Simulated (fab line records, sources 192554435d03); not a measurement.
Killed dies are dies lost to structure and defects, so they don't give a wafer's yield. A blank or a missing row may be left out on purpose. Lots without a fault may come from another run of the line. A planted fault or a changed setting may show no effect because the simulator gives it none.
Split-lot experiment | flow n5_finfet | 7 lots, 39 wafers read, on a route of 1938 steps

THE SPLIT
At N5_MOL_CONTACT_COAG_ETCH_106 (etches SOC in N2/H2, target depth 80 nm, overetch 16 nm, time 120 s), the setting source_w was moved away from the recipe's 840 W on 15 of the 39 wafers read, by -18.2% to +13.9%. The other wafers ran this setting at the recipe's value.

The reading is taken at the split's own step.

THE READING
rf_vpp_V, in V, at N5_MOL_CONTACT_COAG_ETCH_106 (etches SOC in N2/H2, target depth 80 nm, overetch 16 nm, time 120 s). Fault-free wafers of this fab line usually give 525.1 V, standard deviation 1.9 V.

wafer  | tool, chamber at the split | source_w as run, W | against the recipe | rf_vpp_V, V | against lot-mates on the recipe
L074.1 | rie_diel-02, 1             | 884                | +5.2%              | 517.8       | -8.3
L074.2 | rie_diel-02, 3             | 884                | +5.2%              | 516.5       | -9.6
L074.3 | rie_diel-02, 2             | 840                | recipe             | 524.5       | -
L074.4 | rie_diel-02, 0             | 840                | recipe             | 526.4       | -
L074.5 | rie_diel-02, 3             | 884                | +5.2%              | 517.8       | -8.3
L074.6 | rie_diel-02, 0             | 840                | recipe             | 527.4       | -
L077.2 | rie_diel-02, 3             | 840                | recipe             | 527.3       | -
L077.5 | rie_diel-02, 0             | 840                | recipe             | 526.2       | -
L077.6 | rie_diel-02, 1             | 840                | recipe             | 525.5       | -
L080.1 | rie_diel-02, 1             | 687.5              | -18.2%             | 560.3       | +34.9
L080.2 | rie_diel-02, 0             | 687.5              | -18.2%             | 561.9       | +36.5
L080.3 | rie_diel-02, 3             | 840                | recipe             | 527.6       | -
L080.4 | rie_diel-02, 2             | 840                | recipe             | 525.2       | -
L080.5 | rie_diel-02, 2             | 840                | recipe             | 523.5       | -
L080.6 | rie_diel-02, 1             | 687.5              | -18.2%             | 560.1       | +34.7
L084.1 | rie_diel-04, 0             | 760.3              | -9.5%              | 541.7       | +18.5
L084.2 | rie_diel-04, 2             | 840                | recipe             | 525.0       | -
L084.3 | rie_diel-04, 1             | 840                | recipe             | 521.8       | -
L084.4 | rie_diel-04, 0             | 760.3              | -9.5%              | 539.5       | +16.3
L084.5 | rie_diel-04, 2             | 760.3              | -9.5%              | 543.0       | +19.8
L084.6 | rie_diel-04, 1             | 840                | recipe             | 522.8       | -
L087.1 | rie_diel-01, 3             | 840                | recipe             | 522.3       | -
L087.2 | rie_diel-01, 1             | 840                | recipe             | 525.7       | -
L087.3 | rie_diel-01, 2             | 957.1              | +13.9%             | 505.6       | -19.8
L087.4 | rie_diel-01, 0             | 957.1              | +13.9%             | 505.4       | -20.0
L087.5 | rie_diel-01, 0             | 840                | recipe             | 528.2       | -
L087.6 | rie_diel-01, 1             | 957.1              | +13.9%             | 503.8       | -21.6
L090.1 | rie_diel-02, 0             | 840                | recipe             | 527.2       | -
L090.2 | rie_diel-02, 1             | 840                | recipe             | 524.8       | -
L090.3 | rie_diel-02, 3             | 840                | recipe             | 525.2       | -
L090.4 | rie_diel-02, 2             | 840                | recipe             | 523.7       | -
L090.5 | rie_diel-02, 0             | 840                | recipe             | 526.4       | -
L090.6 | rie_diel-02, 1             | 840                | recipe             | 523.4       | -
L095.1 | rie_diel-01, 0             | 840                | recipe             | 527.8       | -
L095.2 | rie_diel-01, 1             | 729                | -13.2%             | 551.1       | +24.9
L095.3 | rie_diel-01, 2             | 729                | -13.2%             | 552.4       | +26.2
L095.4 | rie_diel-01, 3             | 729                | -13.2%             | 546.8       | +20.6
L095.5 | rie_diel-01, 2             | 840                | recipe             | 528.9       | -
L095.6 | rie_diel-01, 3             | 840                | recipe             | 522.0       | -

THE FIT
A straight line over all 39 wafers: rf_vpp_V changes by -1.76 V for each +1% of source_w; r = -0.99; the points scatter about the line by 2.3 V.
The same after taking each lot's own level away (the mean of its wafers on the recipe; 39 wafers): -1.77 V for each +1%; r = -0.99; scatter 2.2 V.
On that fit, the largest move of source_w shifts the reading by 32 V.
The lots' own levels span 523.20 to 526.33 V, that is 1.6 times the standard deviation above.
So the lot-to-lot level changes the slope little: the two slopes agree.
Check: with one of the wafers moved furthest among these (-18.2%) left out of the fit, the line predicts +32.6 V for it against its lot-mates. It came out at +34.9 V against them.
Tool readings at the split's step, against how far the setting was moved: rf_vpp_V r = -0.99.

OTHER SPLITS ON THESE WAFERS
These wafers also went through other splits before the reading. Each is held against what the fit with the lots' levels taken away leaves over:
other split on the same wafers     | wafers away from the commonest value | r with rf_vpp_V (lot level and that fit taken away)
N5_SD_EPI_P_ETCH_16 target_depth_a | 15                                   | -0.01
N5_HKMG_FIN_ETCH_35 target_depth_a | 9                                    | -0.04

THE WHOLE CHAIN: every reading that the file lists as answering this split, in the file's order
step                         | what it does                                                        | reading                                                                                    | change (the file's fit)               | r (the file's)
N5_MOL_CONTACT_COAG_ETCH_106 | etches SOC in N2/H2, target depth 80 nm, overetch 16 nm, time 120 s | rf_vpp_V                                                                                   | -1.79 V for each +1% of the setting   | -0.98
N5_MOL_CONTACT_COAG_ETCH_106 | etches SOC in N2/H2, target depth 80 nm, overetch 16 nm, time 120 s | SiARC_of_MOL_CONTACT_COAG_COAT_104.thk_nm (the simulator's own value, which no gauge read) | -0.035 nm for each +1% of the setting | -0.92

THE FILE'S OWN FIT
rf_vpp_V changes by -1.79 V for each +1% of source_w, r = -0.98.
